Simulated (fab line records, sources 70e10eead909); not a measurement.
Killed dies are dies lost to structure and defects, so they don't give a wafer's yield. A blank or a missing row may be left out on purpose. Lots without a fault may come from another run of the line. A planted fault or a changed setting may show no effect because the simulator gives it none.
Which tool did it? | flow nand_harc | 13 lots, 39 wafers sampled, at 6 steps of a route of 1159

WHAT THE GAUGES READ, wafer by wafer
NHARC_P_ZERO_WELL_CD_MEAS_24: target cd 720 nm.
lot  | measured    | on        | cd_nm (nm)
L493 | day 1 14:38 | cd_sem-03 | 717.8 718.2 721.8
L494 | day 1 20:37 | cd_sem-02 | 718.3 716.4 721.5
L495 | day 2 02:28 | cd_sem-02 | 720.4 725.8 722.8
L498 | day 2 20:37 | cd_sem-02 | 720.8 721.3 724.9
L500 | day 3 08:35 | cd_sem-01 | - - -
L502 | day 3 20:35 | cd_sem-01 | 718.2 716.5 721.3
L507 | day 5 02:30 | cd_sem-02 | 720.3 722.2 723.9
L509 | day 5 14:20 | cd_sem-01 | 721.8 723.5 720.7
L512 | day 6 08:39 | cd_sem-03 | 719.7 717.2 717.0
L513 | day 6 14:30 | cd_sem-02 | 716.3 719.2 716.7
L514 | day 6 20:36 | cd_sem-01 | 724.6 719.4 719.3
L515 | day 7 02:28 | cd_sem-01 | 717.4 722.8 723.4
L516 | day 7 08:29 | cd_sem-01 | 725.4 723.8 724.1

NHARC_P_STI_OVL_MEAS_10.
lot  | measured    | on         | overlay_x_nm (nm) | overlay_y_nm (nm)
L493 | day 2 07:31 | overlay-01 | -3 -3 -3          | -6 -5 -6
L494 | day 2 19:31 | overlay-02 | -6 -6 -6          | -12 -12 -12
L495 | day 2 19:21 | overlay-01 | -2 -1 -2          | 2 2 2
L498 | day 3 17:12 | overlay-02 | 6 7 7             | 4 4 4
L502 | day 4 17:05 | overlay-01 | -5 -5 -5          | 4 4 4
L507 | day 6 01:50 | overlay-02 | -5 -5 -4          | -7 -7 -6
L509 | day 6 11:11 | overlay-02 | -12 -12 -12       | -1 0 -1
L512 | day 7 08:33 | overlay-01 | 3 3 2             | 9 10 9
L513 | day 7 08:35 | overlay-02 | 8 8 8             | 4 3 3
L514 | day 7 17:27 | overlay-01 | -1 -1 -1          | -9 -9 -10
L515 | day 7 22:53 | overlay-02 | -3 -3 -3          | 7 7 7
L516 | day 8 04:56 | overlay-01 | -4 -4 -4          | -7 -7 -7

NHARC_P_STI_OCD_MEAS_43.
lot  | measured    | on     | trench_depth_nm (nm) | trench_foot_cd_nm (nm)
L493 | day 2 08:54 | ocd-01 | 304 297 304          | 161.6 158.2 158.1
L494 | day 2 20:44 | ocd-02 | 300 295 304          | 159.9 154.3 156.6
L495 | day 2 20:34 | ocd-01 | 304 293 305          | 158.5 157.6 154.1
L498 | day 3 18:28 | ocd-01 | 293 298 301          | 157.4 158.4 157.6
L502 | day 4 18:19 | ocd-01 | 302 300 303          | 163.0 158.3 163.0
L507 | day 6 03:03 | ocd-01 | 298 298 297          | 156.2 157.3 155.5
L509 | day 6 12:25 | ocd-02 | 298 306 308          | 156.1 153.7 154.9
L512 | day 7 09:45 | ocd-01 | 296 302 301          | 160.5 156.4 159.5
L513 | day 7 09:47 | ocd-02 | 294 298 292          | 155.5 154.4 156.5
L514 | day 7 18:40 | ocd-01 | 297 297 298          | 161.5 158.7 159.0
L515 | day 8 00:06 | ocd-02 | 299 303 295          | 158.2 153.6 157.6
L516 | day 8 06:08 | ocd-02 | 297 304 302          | 159.7 156.9 156.6

NHARC_END_SORT_01.
lot  | measured     | on        | killed_at_array | killed_at_other | killed_at_periphery | killed_dies | killed_open | killed_short
L500 | day 21 11:04 | prober-02 | 21 35 24        | 3 1 0           | 653 641 653         | 677 677 677 | 4 7 2       | 2 3 3

WHICH TOOL RAN EACH LOT (tool, then ch and the chambers of the sampled wafers, then the start)
lot  | NHARC_P_ZERO_WELL_EXPOSE_21      | NHARC_P_ZERO_WELL_DESCUM_39
L493 | krf_scanner-02 ch 0, day 1 14:29 | rie_diel-10 ch 0,1, day 1 16:19
L494 | krf_scanner-04 ch 0, day 1 20:27 | rie_diel-11 ch 0,1, day 1 22:26
L495 | krf_scanner-01 ch 0, day 2 02:19 | rie_diel-11 ch 0,2,3, day 2 04:08
L498 | krf_scanner-02 ch 0, day 2 20:27 | rie_diel-11 ch 1,2,3, day 2 22:25
L500 | krf_scanner-02 ch 0, day 3 08:26 | rie_diel-11 ch 1,2,3, day 3 10:16
L502 | krf_scanner-02 ch 0, day 3 20:26 | rie_diel-03 ch 0,1,3, day 3 22:18
L507 | krf_scanner-04 ch 0, day 5 02:20 | rie_diel-11 ch 0,1, day 5 04:19
L509 | krf_scanner-01 ch 0, day 5 14:11 | rie_diel-11 ch 0,1, day 5 16:08
L512 | krf_scanner-01 ch 0, day 6 08:29 | rie_diel-11 ch 0,1, day 6 10:30
L513 | krf_scanner-02 ch 0, day 6 14:21 | rie_diel-10 ch 1,2,3, day 6 16:14
L514 | krf_scanner-01 ch 0, day 6 20:26 | rie_diel-03 ch 1,3, day 6 22:23
L515 | krf_scanner-01 ch 0, day 7 02:18 | rie_diel-10 ch 0,3, day 7 04:16
L516 | krf_scanner-01 ch 0, day 7 08:20 | rie_diel-03 ch 1,3, day 7 10:16
- NHARC_P_ZERO_WELL_EXPOSE_21: exposes mask P NWELL, target cd 720 nm.
- NHARC_P_ZERO_WELL_DESCUM_39: chemistry O2, time 3 s.

WHAT THE TOOLS THEMSELVES READ (means of the sampled wafers that have a number; where no wafer has one, the mark that the record gives instead)
NHARC_P_ZERO_WELL_DESCUM_39.
lot  | tool        | drypump_motor_current_A (A) | mfc_ar_sccm (sccm) | oes_product_au (a.u.) | rf_vpp_V (V) | showerhead_plenum_p_Torr (Torr) | throttle_valve_pct (%)
L493 | rie_diel-10 | 5.8                         | 0.000              | 1.004                 | 56.5         | 1.85                            | 11.309
L494 | rie_diel-11 | 5.2                         | 0.009              | 1.002                 | 58.5         | 2.02                            | 11.308
L495 | rie_diel-11 | 6.0                         | 0.007              | 0.999                 | 58.7         | 1.99                            | 11.313
L498 | rie_diel-11 | 6.3                         | 0.003              | 0.995                 | 57.8         | 1.97                            | 11.314
L500 | rie_diel-11 | 6.3                         | 0.003              | 0.998                 | 57.9         | 1.97                            | 11.311
L502 | rie_diel-03 | 6.0                         | 0.008              | 1.022                 | 58.5         | 1.92                            | 11.309
L507 | rie_diel-11 | 5.2                         | 0.009              | 0.995                 | 57.9         | 2.02                            | 11.310
L509 | rie_diel-11 | 5.2                         | 0.009              | 0.998                 | 58.9         | 2.02                            | 11.304
L512 | rie_diel-11 | 5.2                         | 0.009              | 0.991                 | 58.9         | 2.02                            | 11.315
L513 | rie_diel-10 | 5.3                         | 0.004              | 0.983                 | 57.9         | 1.91                            | 11.309
L514 | rie_diel-03 | 6.2                         | 0.000              | 1.007                 | 57.5         | 1.84                            | 11.311
L515 | rie_diel-10 | 5.5                         | 0.000              | 1.005                 | 58.0         | 1.92                            | 11.316
L516 | rie_diel-03 | 6.2                         | 0.000              | 1.007                 | 56.9         | 1.84                            | 11.313

THE ANSWER, worked out from the rows above alone
Rule: what is usual is taken from the lots themselves. Put in order of their means at a reading, lots are off if they are a third of the lots or fewer, leave a main group of 4 or more, and stand apart from it by a gap of 3 or more times the standard deviation of the main group's means; of several such gaps the widest counts. A main group whose means are all the same, to the digits that the tables above print for the reading, isn't used. A lot without any number at a reading at which 4 lots or more have one is off too. The other lots that the step has rows for count as sound. The gauges are gone through in route order, then the tools' own readings, and for those a lot's mean is taken as printed above. The first step at which some lot is off is used, and at that step the reading that is off furthest; a lot without a number counts as furthest.
Off: L500, at NHARC_P_ZERO_WELL_CD_MEAS_24 (cd_nm). Without a number there: L500. The main group: mean 720.7 nm, standard deviation 2.1.
A tool fits if, at a process step before that reading, it ran every lot that is off, and no sound lot after the first of them. The gauges at NHARC_P_ZERO_WELL_CD_MEAS_24 are tried like those tools. None of those tried fits.

WHAT THE SIMULATOR HAD PUT IN
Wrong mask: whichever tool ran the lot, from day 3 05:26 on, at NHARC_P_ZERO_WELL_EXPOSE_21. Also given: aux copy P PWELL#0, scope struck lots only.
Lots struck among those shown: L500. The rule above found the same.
